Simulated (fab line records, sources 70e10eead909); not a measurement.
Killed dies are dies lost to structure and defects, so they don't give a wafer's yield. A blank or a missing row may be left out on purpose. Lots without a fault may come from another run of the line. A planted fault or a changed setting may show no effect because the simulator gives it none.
Chamber matching | flow nand_harc | NHARC_P_M0_PRE_CLEAN_31 on pecvd-03: 3 sister chambers
The step time 12 s. 6 wafers are shown with their chamber, then 11 later ones without.

WAFERS WITH THEIR CHAMBER
wafer  | chamber | heater_power_w (W)
L088.2 | 1       | 710
L088.3 | 2       | 729
L089.1 | 0       | 653
L089.4 | 0       | 662
L089.6 | 1       | 665
L092.1 | 2       | 750

WAFERS WITHOUT THEIR CHAMBER
wafer  | heater_power_w (W)
L092.3 | 677
L092.6 | 761
L093.3 | 703
L093.4 | 686
L093.5 | 693
L096.3 | 688
L096.4 | 647
L096.6 | 709
L097.1 | 613
L097.4 | 715
L097.5 | 632

WHICH CHAMBER EACH WENT THROUGH
wafer  | from the rows above          | in truth
L092.3 | can't be placed: 1 or 0      | 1
L092.6 | 2                            | 2
L093.3 | can't be placed: 1 or 2 or 0 | 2
L093.4 | can't be placed: 1 or 0      | 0
L093.5 | can't be placed: 1 or 0 or 2 | 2
L096.3 | can't be placed: 1 or 0      | 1
L096.4 | can't be placed: 0 or 1      | 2
L096.6 | can't be placed: 1 or 2 or 0 | 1
L097.1 | can't be placed: 0 or 1      | 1
L097.4 | can't be placed: 2 or 1 or 0 | 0
L097.5 | can't be placed: 0 or 1      | 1
Placed correctly: 1 of 11. Can't be placed from these rows: 10 (the true chamber is among the candidates in 9). Placed wrongly: 0.
How it was worked out, from the rows above alone: a wafer's distance from a chamber is the root of the sum, over the readings, of the square of ((its reading less the chamber's mean) divided by the reading's scatter). The wafer belongs to the nearest chamber; if the next one is less than 2 further off, it can't be placed. A chamber's mean is the mean of its shown wafers. The scatter: the root of (the sum of the squares of (reading less its chamber's mean) over the shown wafers, divided by (wafers less chambers)).
